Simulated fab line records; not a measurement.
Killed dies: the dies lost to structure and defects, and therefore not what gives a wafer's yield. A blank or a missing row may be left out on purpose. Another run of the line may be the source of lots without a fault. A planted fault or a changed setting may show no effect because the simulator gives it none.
A struck lot beside a sound one + flow n5 finfet + 19 out of 1938 route steps
Sound: the wafers L658.2, L658.4, L658.6. Struck: wafer L676.6 (L676.2, L676.5, from the same lot, were not struck and are left out); the cause is given at the end.
Order at every step that has rows: each side's tool, ch and its chambers, its first start. Under that, the readings that differ: sound wafers + struck wafers + difference of the means + sigmas: that difference in standard deviations of wafers without a fault.
alike: a reading whose means differ by less than 2 such deviations, as well as words and numbers matching on both sides. not compared: withheld readings; readings where some wafer has no value; bounds like >300 that might hide an equal value; numbers whose values overlap and for which the record gives no deviation.
A row with sigmas, a row that says differs or no value, or rows on one side alone: a step with any of these is where the two part. Numbers that have no deviation but don't overlap get no sigmas and don't part them. A reading that every wafer of one side lacks parts them only if that side has two wafers or more.

N5_BEOL_M12_ETCH_68: etches SOC in N2/H2, time 285 s.
  sound on rie diel-04 ch 0,1,3, day 11 16:05; struck on rie diel-03 ch 3, day 16 04:02
  alike: drypump motor current A, oes product au, rf vpp V, showerhead plenum p Torr, throttle valve pct
  not compared: rf hours counter h
then, 1 step without rows for these wafers: N5_BEOL_M12_STRIP_69 (strips in N2/H2).
N5_BEOL_M12_TRENCH_ETCH_34: etches SiOC in C4F8/O2/Ar, target depth 318.95 nm, time 125.5 s.
  sound on rie diel-04 ch 0,1,3, day 11 16:16; struck on rie diel-03 ch 3, day 16 04:13
  alike: drypump motor current A, oes product au, rf vpp V, showerhead plenum p Torr, throttle valve pct
  not compared: rf hours counter h
then, 1 step without rows for these wafers: N5_BEOL_M12_STRIP_70 (strips in C4F8/O2/Ar).
N5_BEOL_M12_OCD_MEAS_35:
  sound on ocd-02 at day 11 16:26; struck on ocd-02 at day 16 04:23
  alike: trench depth nm
then, 1 step without rows for these wafers: N5_BEOL_M12_STRIP_37 (strips in N2/H2).
N5_BEOL_M12_ETCH_38: etches SiCN in CF4/N2, target depth 68.7 nm, time 73.4 s.
  sound on rie diel-03 ch 0,2,3, day 11 17:49; struck on rie diel-02 ch 2, day 16 07:50
  alike: drypump motor current A, oes product au, rf vpp V, showerhead plenum p Torr, throttle valve pct
  not compared: rf hours counter h
then, 4 steps without rows for these wafers: N5_BEOL_M12_PRECLEAN_39 (cleans in residue remover, time 60 s); N5_BEOL_M12_SRD_40 (time 30 s, dry time 30 s); N5_BEOL_M12_DEGAS_41 (time 60 s); N5_BEOL_M12_PRE_CLEAN_42 (time 30 s).
N5_BEOL_M12_SPUTTER_43: material TaN, target thk 15 nm, time 24.19 s.
  sound on pvd sputter-03 at day 11 18:05; struck on pvd sputter-03 at day 16 08:19
  alike: throttle valve pct
N5_BEOL_M12_SPUTTER_44: material Ta, target thk 10 nm, time 16.13 s.
  sound on pvd sputter-03 at day 11 18:10; struck on pvd sputter-03 at day 16 08:24
| reading                                     | sound          | struck | difference | sigmas |
|---------------------------------------------|----------------|--------|------------|--------|
| model.Ta_of_BEOL_M12_SPUTTER_44.thk nm (nm) | 10.2 10.2 10.2 | 7.6    | -2.6       |        |
  alike: throttle valve pct
N5_BEOL_M12_SPUTTER_45: material Cu, target thk 80 nm, time 13.33 s.
  sound on pvd sputter-03 at day 11 18:15; struck on pvd sputter-03 at day 16 08:29
  alike: throttle valve pct
then, 2 steps without rows for these wafers: N5_BEOL_M12_ECD_47 (material Cu, target thk 720 nm); N5_BEOL_M12_ANNEAL_48 (time 90 s).
N5_BEOL_M12_CMP_49: polishes, stops on SiOC, t overpolish 20.6 s, target thk 320 nm.
  sound on cmp-02 ch 0,2,3, day 11 19:13; struck on cmp-03 ch 3, day 16 09:02
| reading                      | sound          | struck | difference | sigmas |
|------------------------------|----------------|--------|------------|--------|
| barrier field endpoint s (s) | 29.9 29.8 30.6 | 27.9   | -2.2       | -3     |
  alike: head pressure psi, motor current A, slurry filter dp kPa
N5_BEOL_M12_THK_MEAS_50: measures by xrf.
  sound on film metro-02 at day 11 19:31; struck on film metro-01 at day 16 09:20
  alike: M12_THK
N5_PASSIVATION_PROBE_49:
  sound on prober-02 at day 13 01:57; struck on prober-01 at day 17 22:26
  alike: defect limited yield, killed_at_M0_to_M3, killed_at_M4_up, killed at contacts, killed at front end, killed at other, killed dies, killed open, killed short, sort_bin_4_leakage, sort_bin_5_function, sort_bin_6_memory, sort n pass, sort yield pct

== WHERE THEY PART ==
N5_BEOL_M12_CMP_49 only, going by this record. Later steps at which nothing parts them and some readings are alike: N5_BEOL_M12_THK_MEAS_50, N5_PASSIVATION_PROBE_49.

WHY: the cause the simulator had injected
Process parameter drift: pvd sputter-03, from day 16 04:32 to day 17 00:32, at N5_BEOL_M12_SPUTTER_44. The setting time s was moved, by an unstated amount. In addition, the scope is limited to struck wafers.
